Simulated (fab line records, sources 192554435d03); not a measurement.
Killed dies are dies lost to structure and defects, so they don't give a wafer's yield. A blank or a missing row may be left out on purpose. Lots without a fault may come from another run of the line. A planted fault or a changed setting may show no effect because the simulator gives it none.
fab line records | flow n5_finfet
record lots=5 wafers=14 last_day=19
route steps=1938 shown BEOL_M5@1182 BEOL_M6@1194 PASSIVATION@1936
lots that met no fault: from a run of the same line without faults
start_h: hours from the record's first day to the start of the lot's first wafer shown | wait_h: hours since the lot's step before | " the same as in the row above | L1.1+2: a row that stands for several wafers | - no value, or no start given | * or withheld: withheld | < > ~ a bound
route shown NAME@n: a module of which the file shows steps, and the number in the route of the first | usual: mean/standard deviation of fault-free wafers | same: alike in all rows | chamber/n: place in a boat | sites: the reading at each site | _std_site: their standard deviation | _edge_site: outer sites' mean less inner sites' | radius_mm: how far each site lies from the wafer's centre | mask NAME#n: copy n | behind: the tool/chamber that last shaped the wafer | hold: why the lot was held/for how many hours/how that ended | device: the transistor (n, p or np) that didn't switch | end of line: the same wafers' tests at the end of the route | a step without rows: its recipe alone | killed: dies lost to structure and defects at the first sort, not the wafer's yield | map: a wafer's dies, x killed, . not, _ none there
set.NAME: the setting as run; set.NAME@STEP: as run at that earlier step | model.NAME: the simulator's own value behind a step, which no gauge read
lots at some steps of the route; a table a step, a row a wafer
services: from which hour (start_h, from the record's first day; less than 0 if before it) a tool's chamber was out of use, for how many hours, and why
## steps
# step N5_BEOL_M5_ANNEAL_89
# recipe temp_c=400 time_s=1800 ambient=vacuum
# step N5_BEOL_M5_SPUTTER_90
# recipe material=Cu target_thk_a=45 temp_c=-20 chamber_pressure_pa=0.07 power_w=withheld time_s=8.29
# step N5_BEOL_M5_ECD_50
# recipe material=Cu target_thk_a=3000
# step N5_BEOL_M5_ANNEAL_51
# recipe temp_c=225 time_s=90 ambient=N2
# step N5_BEOL_M5_CMP_52
# recipe stop_on=SiCOH_lowk t_overpolish_s=6.9 down_force_psi=1 platen_rpm=50 clearing_platen_down_force_psi=1.5 clearing_platen_rpm=50 post_cmp_clean=cu_alkaline target_thk_nm=62 clearing_platen_pad_velocity_m_s=0.99484 pad_velocity_m_s=0.99484
# step N5_BEOL_M5_PRE_CLEAN_77
# recipe gas=NH3/H2 time_s=15 temp_c=* rf_power_w=300
# step N5_BEOL_M5_CO_CAP_78
# recipe material=Co target_thk_a=20 temp_c=200 precursor=CCTBA/H2 pressure_torr=30 time_s=102.1
# step N5_BEOL_M5_PRE_CLEAN_55
# recipe gas=NH3 time_s=15 temp_c=withheld rf_power_w=300
# step N5_BEOL_M5_DEP_56
# recipe material=SiCN target_thk_a=80 temp_c=withheld precursor=3MS/NH3 pressure_torr=3 rf_w=202 time_s=14
# step N5_BEOL_M6_ILD_DEP_00
# recipe material=SiCOH_lowk target_thk_a=1797.5 temp_c=300 precursor=DEMS/porogen pressure_torr=5 rf_w=500 time_s=33.4
# usual heater_power_w=277/37 showerhead_plenum_p_Torr=5.734/0.016 showerhead_vpp_V=1352/60 susceptor_temp_C=300.02/0.22 throttle_valve_pct=14.1/0.98
# columns lot.wafer tool chamber start_h wait_h heater_power_w showerhead_plenum_p_Torr showerhead_vpp_V susceptor_temp_C throttle_valve_pct model.SiCOH_lowk_of_BEOL_M6_ILD_DEP_00.thk_nm
L447.1 pecvd-01 2 225.83 0.0 228 5.723 1312 299.63 13.9 176.4
L447.2 " 1 " " 261 5.735 1397 300.34 15.8 178
L447.5 " 1 " " 275 5.744 1431 300.03 15.7 181.6
L455.3 pecvd-01 1 280.26 0.0 273 5.754 1430 300.03 15.7 239.8
L455.5 " 2 " " 220 5.720 1305 299.91 13.5 245.6
L456.3 pecvd-03 0 282.90 0.0 285 5.737 1395 300.01 14.8 177.6
L456.5 " 2 " " 243 5.750 1286 299.91 13.0 177
L456.6 " 0 " " 294 5.743 1417 299.85 14.9 177.4
L458.2 pecvd-01 0 306.66 0.0 320 5.724 1283 299.92 13.3 177.2
L458.5 " 0 " " 324 5.737 1325 299.91 13.6 241.6
L458.6 " 2 " " 241 5.728 1297 299.67 13.8 181.2
L461.1 pecvd-01 0 322.58 0.0 340 5.724 1315 299.94 13.4 180.8
L461.2 " 1 " " 288 5.752 1400 299.69 15.8 180.8
L461.3 " 2 " " 190 5.734 1304 299.76 13.8 242.2
# step N5_BEOL_M6_CURE_74
# recipe temp_c=385 time_s=240 ambient=He/Ar material=SiCOH_lowk
# step N5_BEOL_M6_THK_MEAS_01
# recipe reads=SiCOH_lowk_of_BEOL_M6_ILD_DEP_00
# usual M6_ILD_THK=154.8/2.4
# columns lot.wafer tool chamber start_h wait_h M6_ILD_THK[nm]
L447.1 film_metro-01 - 226.40 0.4 152.1
L447.2 " - " " 153.3
L447.5 " - " " 156.7
L455.3 film_metro-01 - 280.84 0.3 207.6
L455.5 " - " " 212.6
L456.3 film_metro-01 - 283.48 0.3 153.1
L456.5 " - " " 152.6
L456.6 " - " " 153.0
L458.2 film_metro-02 - 307.37 0.4 152.9
L458.5 " - " " 209.1
L458.6 " - " " 156.3
L461.1 film_metro-02 - 323.70 0.4 155.8
L461.2 " - " " 155.9
L461.3 " - " " 209.6
# step N5_BEOL_M6_PECVD_70
# recipe material=SiO2 target_thk_a=200 temp_c=400 precursor=TEOS/O2 pressure_torr=5.5 rf_w=450 teos_flow_sccm=53.8 gas=O2 flow_sccm=3000 time_s=22.7
# step N5_BEOL_M6_HM_DEP_02
# recipe material=TiN target_thk_a=200 temp_c=25 chamber_pressure_pa=0.49996
# step N5_BEOL_M6_COAT_59
# recipe resist=SOC temp_c=250 time_s=60 spin_rpm=1500 resist_thk_nm=100
# step N5_BEOL_M6_COAT_60
# recipe resist=SiARC temp_c=220 time_s=60 spin_rpm=1500 resist_thk_nm=35
# step N5_BEOL_M6_COAT_05
# recipe resist=CAR-ArF spin_rpm=1500 resist_thk_nm=90
# step N5_BEOL_M6_EBR_07
# recipe solvent=PGMEA ebr_width_mm=1.5
# step N5_BEOL_M6_SOFTBAKE_06
# recipe temp_c=110 time_s=60 resist=CAR-ArF
# step N5_BEOL_M6_EXPOSE_08
# recipe mask_id=M6 na=1.35 source_shape=dipole sigma_inner=0.817 sigma_outer=0.97 polarization=te dose_mj=68.25
# step N5_BEOL_M6_PEB_09
# recipe peb_temp_c=withheld peb_time_s=60 resist=CAR-ArF
# step N5_BEOL_M6_DEVELOP_10
# recipe develop_time_s=30 developer=TMAH resist=CAR-ArF rinse_liquid=diw dry=air_spin dev_temp_c=23
# step N5_BEOL_M6_DESCUM_16
# recipe chemistry=O2 time_s=7.9 source_power_w=50 bias_power_w=20 pressure_mtorr=20 rf_frequency_hz=2.712e+07 temp_c=40 resist=CAR-ArF o2_flow_sccm=225
# step N5_BEOL_M6_ETCH_61
# recipe chemistry=CF4 target=SiARC target_depth_a=455 mask_material=CAR-ArF time_s=75.8 ion_energy_ev=80 pressure_mtorr=40 source_w=545 bias_w=36 Ar_flow_sccm=100 cf4_flow_sccm=100 ends=cleared
# step N5_BEOL_M6_ETCH_62
# recipe chemistry=N2/H2 target=SOC target_depth_a=1100 overetch_a=220 mask_material=SiARC temp_c=40 time_s=165 ion_energy_ev=200 pressure_mtorr=30 source_w=840 bias_w=150 n2_flow_sccm=200 h2_flow_sccm=200
# step N5_BEOL_M6_STRIP_68
# recipe chemistry=N2/H2 temp_c=40 n2_flow_sccm=200 h2_flow_sccm=200 rf_frequency_hz=6e+07
# step N5_BEOL_M6_STRIP_67
# recipe chemistry=CF4 resist=SiARC power_w=300 bias_power_w=75 pressure_mtorr=50 cf4_flow_sccm=150 rf_frequency_hz=6e+07
# step N5_BEOL_M6_HM_OPEN_17
# recipe chemistry=Cl2/BCl3 target_depth_a=200 overetch_a=60 target=TiN mask_material=SOC ion_energy_ev=150 pressure_mtorr=10 icp_w=1000 bias_w=126 Cl2_flow_sccm=53.25 bcl3_flow_sccm=21.75 Ar_flow_sccm=25
# step N5_BEOL_M6_STRIP_19
# recipe chemistry=O2 power_w=400 temp_c=40 pressure_mtorr=30 rf_frequency_hz=6e+07 bias_power_w=0 overash_fraction=0.2 o2_flow_sccm=225
# step N5_BEOL_M6_COAT_63
# recipe resist=SOC temp_c=250 time_s=60 spin_rpm=1500 resist_thk_nm=60
# step N5_BEOL_M6_COAT_64
# recipe resist=SiARC temp_c=220 time_s=60 spin_rpm=1500 resist_thk_nm=12
# step N5_BEOL_M6_COAT_71
# recipe resist=underlayer temp_c=205 time_s=60 spin_rpm=1500 resist_thk_nm=5
# step N5_BEOL_M6_COAT_22
# recipe resist=CAR-EUV spin_rpm=1500 resist_thk_nm=30
# step N5_BEOL_M6_EBR_24
# recipe solvent=PGMEA ebr_width_mm=1.5
# step N5_BEOL_M6_SOFTBAKE_23
# recipe temp_c=110 time_s=60 resist=CAR-EUV
# step N5_BEOL_M6_CMP_52
# recipe stop_on=SiCOH_lowk t_overpolish_s=6.9 down_force_psi=1 platen_rpm=50 clearing_platen_down_force_psi=1.5 clearing_platen_rpm=50 post_cmp_clean=cu_alkaline target_thk_nm=80 clearing_platen_pad_velocity_m_s=0.99484 pad_velocity_m_s=0.99484
# usual motor_current_A=6.2/0.61
# columns lot.wafer tool chamber start_h wait_h motor_current_A model.SiCOH_lowk_of_BEOL_M6_ILD_DEP_00.thk_nm
L447.1 cmp-02 0 234.23 0.3 6.9 149
L447.2 " 2 " " 6.2 150.4
L447.5 " 3 " " 6.6 153.6
L455.3 cmp-03 2 288.06 0.3 5.8 204.6
L455.5 " 3 " " 6.6 209.6
L456.3 cmp-03 0 290.37 0.3 5.6 150
L456.6 " 2 " " 5.7 150
L456.5 " 3 " " 6.7 149.6
L458.2 cmp-02 3 315.14 0.3 6.5 149.8
L458.6 " 0 " " 6.1 153.4
L458.5 " 1 " " 5.6 206
L461.3 cmp-02 2 331.62 0.2 6.3 206.6
L461.1 " 3 " " 6.3 153
L461.2 " 1 " " 5.7 152.8
# step N5_PASSIVATION_PROBE_49
# usual defect_limited_yield=91.1/1.4 killed_at_M0_to_M3=34/11 killed_at_M4_up=14/5.6 killed_at_contacts=13/5.9 killed_at_front_end=40/11 killed_at_other=4/3.1 killed_dies=105/16 killed_open=68/11 killed_short=34/8.4 sort_bin_5_function=5.2/0.86 sort_bin_6_memory=3.2/0.7 sort_n_pass=1074/21 sort_yield_pct=91.0/1.8
# same gross_dies=1180 killed_at_back_side=0 sort_bin_4_leakage[%]=0 sort_bin_8_speed[%]=0
# columns lot.wafer tool chamber start_h wait_h defect_limited_yield[%] killed_at_M0_to_M3 killed_at_M4_up killed_at_contacts killed_at_front_end killed_at_other killed_dies killed_open killed_short sort_bin_5_function[%] sort_bin_6_memory[%] sort_n_pass sort_yield_pct[%]
L447.1 prober-02 - 320.17 0.0 89.1 51 13 20 39 6 129 93 33 6.3 4.4 1051 89.1
L447.2 prober-02 - 320.22 0.1 90.6 45 13 20 32 1 111 75 32 5.5 3.5 1069 90.6
L447.5 prober-02 - 320.37 0.2 89.8 41 17 16 41 5 120 88 28 6.2 3.6 1060 89.8
L455.3 prober-02 - 381.57 0.1 93.3 31 16 12 20 0 79 58 19 4.2 2.4 1101 93.3
L455.5 prober-02 - 381.67 0.2 93.1 13 16 10 40 2 81 52 25 4.7 1.9 1099 93.1
L456.3 prober-02 - 394.25 0.1 92.3 16 7 15 52 1 91 57 33 4.5 3.0 1089 92.3
L456.5 prober-02 - 394.35 0.2 92.2 24 8 22 38 0 92 67 21 4.2 3.2 1088 92.2
L456.6 prober-02 - 394.40 0.3 91.1 16 6 18 57 8 105 62 41 5.1 3.2 1075 91.1
L461.1 prober-02 - 429.93 1.4 89.9 29 15 19 53 3 119 79 32 5.0 4.2 1061 89.9
L461.2 prober-02 - 429.98 1.5 92.5 28 18 15 26 1 88 63 23 5.1 1.9 1092 92.5
L461.3 prober-02 - 430.03 1.5 92.3 29 26 9 21 6 91 60 29 4.5 3.1 1089 92.3
L458.2 prober-02 - 464.43 0.1 90.8 35 18 10 41 5 109 71 33 5.2 3.1 1071 90.8
L458.5 prober-02 - 464.58 0.2 90.8 38 15 4 48 3 108 76 32 6.2 2.8 1072 90.8
L458.6 prober-02 - 464.63 0.3 90.8 42 15 7 42 2 108 72 31 5.3 3.4 1072 90.8
# killed by level:class
L447.1 MOL_CONTACT_COAG:geometric_particle:open=18 BEOL_M2:geometric_particle:open=15 STI_FIN_REVEAL:geometric_particle:open=11 FIN_SAQP:geometric_particle:open=10 BEOL_M1:geometric_particle:open=8 BEOL_M4:geometric_particle:open=7 BEOL_M3:geometric_particle:open=6 BEOL_M0_SAQP:geometric_particle:open=5
L447.2 MOL_CONTACT_COAG:geometric_particle:open=17 BEOL_M3:geometric_particle:open=12 BEOL_M0_SAQP:geometric_particle:short=10 BEOL_M0_SAQP:geometric_particle:open=8 BEOL_M4:geometric_particle:open=8 FIN_SAQP:geometric_particle:short=7 BEOL_M2:geometric_particle:open=7 DUMMY_GATE:geometric_particle:open=5
L447.5 MOL_CONTACT_COAG:geometric_particle:open=12 STI_FIN_REVEAL:geometric_particle:open=11 BEOL_M2:geometric_particle:open=9 FIN_SAQP:geometric_particle:open=8 BEOL_M3:geometric_particle:open=8 BEOL_M4:geometric_particle:open=7 BEOL_M0:geometric_particle:open=7 BEOL_M0_SAQP:geometric_particle:short=5
L455.3 MOL_CONTACT_COAG:geometric_particle:open=10 STI_FIN_REVEAL:geometric_particle:open=9 BEOL_M0_SAQP:geometric_particle:short=7 BEOL_M4:geometric_particle:open=7 BEOL_M0_SAQP:geometric_particle:open=5 BEOL_M1:geometric_particle:open=5 BEOL_M5:geometric_particle:open=5 FIN_SAQP:geometric_particle:open=4
L455.5 STI_FIN_REVEAL:geometric_particle:open=10 FIN_SAQP:geometric_particle:open=9 MOL_CONTACT_COAG:geometric_particle:open=9 BEOL_M4:geometric_particle:open=8 FIN_SAQP:geometric_particle:short=6 STARTING-WAFER:geometric_particle:short=5 BEOL_M0_SAQP:geometric_particle:short=4 DUMMY_GATE:geometric_particle:open=3
L456.3 DUMMY_GATE:geometric_particle:open=13 MOL_CONTACT_COAG:geometric_particle:open=12 FIN_SAQP:geometric_particle:short=10 FIN_SAQP:geometric_particle:open=10 STI_FIN_REVEAL:geometric_particle:open=4 BEOL_M0_SAQP:geometric_particle:short=4 BEOL_M2:geometric_particle:open=3 GATE_CUT:geometric_particle:short=3
L456.5 MOL_CONTACT_COAG:geometric_particle:open=21 BEOL_M1:geometric_particle:open=8 STI_FIN_REVEAL:geometric_particle:open=6 FIN_SAQP:geometric_particle:open=5 DUMMY_GATE:geometric_particle:open=5 GATE_CUT:geometric_particle:short=5 BEOL_M3:geometric_particle:open=4 STARTING-WAFER:geometric_particle:short=4
L456.6 MOL_CONTACT_COAG:geometric_particle:open=14 FIN_SAQP:geometric_particle:short=12 STI_FIN_REVEAL:geometric_particle:open=11 DUMMY_GATE:geometric_particle:open=10 FIN_SAQP:geometric_particle:open=9 GATE_CUT:geometric_particle:short=5 MOL_CONTACT_COAG:geometric_particle:short=4 STARTING-WAFER:geometric_particle:short=4
L461.1 MOL_CONTACT_COAG:geometric_particle:open=16 FIN_SAQP:geometric_particle:open=15 STI_FIN_REVEAL:geometric_particle:open=11 BEOL_M4:geometric_particle:open=8 BEOL_M0_SAQP:geometric_particle:short=7 HKMG_FIN:area_etch=7 BEOL_M0_SAQP:geometric_particle:open=6 FIN_SAQP:geometric_particle:short=5
L461.2 MOL_CONTACT_COAG:geometric_particle:open=11 BEOL_M0_SAQP:geometric_particle:short=11 BEOL_M4:geometric_particle:open=8 FIN_SAQP:geometric_particle:open=5 STARTING-WAFER:geometric_particle:open=5 STI_FIN_REVEAL:geometric_particle:open=4 MOL_CONTACT_COAG:geometric_particle:short=4 BEOL_M1:geometric_particle:open=4
L461.3 MOL_CONTACT_COAG:geometric_particle:open=9 BEOL_M0_SAQP:geometric_particle:open=8 BEOL_M4:geometric_particle:open=8 BEOL_M0_SAQP:geometric_particle:short=7 BEOL_M4:geometric_particle:short=5 ILD0:geometric_particle:short=4 BEOL_M5:geometric_particle:open=4 BEOL_M3:geometric_particle:open=4
L458.2 BEOL_M2:geometric_particle:open=9 BEOL_M3:geometric_particle:open=9 FIN_SAQP:geometric_particle:open=8 MOL_CONTACT_COAG:geometric_particle:open=8 BEOL_M4:geometric_particle:open=6 DUMMY_GATE:geometric_particle:open=5 ILD0:geometric_particle:short=5 BEOL_M2:geometric_particle:short=5
L458.5 BEOL_M3:geometric_particle:open=12 STI_FIN_REVEAL:geometric_particle:open=10 FIN_SAQP:geometric_particle:open=9 DUMMY_GATE:geometric_particle:open=7 BEOL_M0_SAQP:geometric_particle:open=7 BEOL_M4:geometric_particle:open=6 BEOL_M0_SAQP:geometric_particle:short=5 STARTING-WAFER:geometric_particle:open=5
L458.6 BEOL_M0_SAQP:geometric_particle:open=11 FIN_SAQP:geometric_particle:open=9 BEOL_M3:geometric_particle:open=8 ILD0:geometric_particle:open=7 STI_FIN_REVEAL:geometric_particle:open=6 MOL_CONTACT_COAG:geometric_particle:open=6 BEOL_M0_SAQP:geometric_particle:short=6 FIN_SAQP:geometric_particle:short=5
## services
# columns tool chamber start_h hours kind
cmp-03 - 209.31 0.3 repair
cmp-02 - 211.88 4.0 pm
pecvd-01 2 214.88 2.1 scheduled_down
cmp-02 - 215.88 - consumable_replace:conditioner
cmp-02 - 215.88 - consumable_replace:pad
pecvd-01 - 219.58 1.3 repair
cmp-02 - 248.49 1.5 repair
cmp-02 - 265.06 3.1 repair
cmp-02 - 288.20 4.3 pm
pecvd-01 2 291.60 2.1 repair
cmp-03 - 294.10 1.2 repair
cmp-03 - 300.72 0.5 repair
pecvd-03 1 323.05 5.5 scheduled_down
cmp-03 - 331.59 4.0 pm
## key
first_sign step=N5_BEOL_M6_THK_MEAS_01 reading=M6_ILD_THK direction=up sigmas=22 usual=154.8 struck=209.7
effect none on later readings
model_effect step=N5_BEOL_M6_ILD_DEP_00 value=SiCOH_lowk_of_BEOL_M6_ILD_DEP_00.thk_nm without=180 struck=242.3
model_effect step=N5_BEOL_M6_CMP_52 value=SiCOH_lowk_of_BEOL_M6_ILD_DEP_00.thk_nm without=152.2 struck=206.7
met_at N5_BEOL_M6_ILD_DEP_00
struck_wafers L455.3,L455.5,L458.5,L461.3
onset_between 225.83 280.26
fault kind=process_parameter_drift tool=pecvd-01 chamber=- onset_h=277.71 steps=N5_BEOL_M6_ILD_DEP_00 channel=time_s offset=* shape=step end_h=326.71 scope=struck_wafers_only acts_in=* stated=*
